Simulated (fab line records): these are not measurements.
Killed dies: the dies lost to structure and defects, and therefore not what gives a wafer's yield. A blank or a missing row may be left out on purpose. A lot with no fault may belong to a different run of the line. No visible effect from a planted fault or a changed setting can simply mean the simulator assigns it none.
Chamber matching / flow n5Finfet / N5_BEOL_M3_VIA_ETCH_34 on rieDiel-04 has 4 sister chambers
The step etches the open film in C4F6/O2, target depth 69.4 nm, time 65.9 s. 8 wafers are shown with their chamber, then 8 later ones without.

## WAFERS PAIRED WITH THEIR CHAMBERS
wafer=L076.1; chamber=2; drypumpMotorCurrentA (A)=6.4; rfVppV (V)=672
wafer=L080.1; chamber=3; drypumpMotorCurrentA (A)=5.3; rfVppV (V)=662
wafer=L080.3; chamber=1; drypumpMotorCurrentA (A)=6.3; rfVppV (V)=664
wafer=L080.4; chamber=0; drypumpMotorCurrentA (A)=6.1; rfVppV (V)=684
wafer=L079.2; chamber=3; drypumpMotorCurrentA (A)=5.4; rfVppV (V)=664
wafer=L079.3; chamber=0; drypumpMotorCurrentA (A)=6.1; rfVppV (V)=683
wafer=L079.4; chamber=2; drypumpMotorCurrentA (A)=6.4; rfVppV (V)=670
wafer=L083.1; chamber=1; drypumpMotorCurrentA (A)=6.3; rfVppV (V)=663

## WAFERS WHOSE CHAMBER IS MISSING
wafer=L083.3; drypumpMotorCurrentA (A)=5.3; rfVppV (V)=664
wafer=L083.4; drypumpMotorCurrentA (A)=6.4; rfVppV (V)=670
wafer=L088.1; drypumpMotorCurrentA (A)=6.4; rfVppV (V)=670
wafer=L088.3; drypumpMotorCurrentA (A)=6.1; rfVppV (V)=682
wafer=L088.6; drypumpMotorCurrentA (A)=6.4; rfVppV (V)=670
wafer=L096.2; drypumpMotorCurrentA (A)=6.3; rfVppV (V)=666
wafer=L096.4; drypumpMotorCurrentA (A)=6.5; rfVppV (V)=671
wafer=L096.6; drypumpMotorCurrentA (A)=6.5; rfVppV (V)=671

## THE CHAMBER EACH PASSED THROUGH
wafer=L083.3; from the rows above=3; in truth=3
wafer=L083.4; from the rows above=2; in truth=2
wafer=L088.1; from the rows above=2; in truth=2
wafer=L088.3; from the rows above=0; in truth=0
wafer=L088.6; from the rows above=2; in truth=2
wafer=L096.2; from the rows above=1; in truth=1
wafer=L096.4; from the rows above=2; in truth=2
wafer=L096.6; from the rows above=2; in truth=2
Correctly placed: 8 of 8. Not placeable from these rows: 0. 0 placed wrongly.
How it was worked out, from the rows above alone: a wafer's distance from a chamber is the root of the sum, over the readings, of the square of ((its reading less the chamber's mean) divided by the reading's scatter). The wafer belongs to the nearest chamber; if the next one is less than 2 further off, it can't be placed. Each chamber's mean is taken over the wafers shown for it. How the scatter is found: for the shown wafers, subtract from each reading the mean of its chamber, square and add these, divide the total by (wafers less chambers), then take the root.
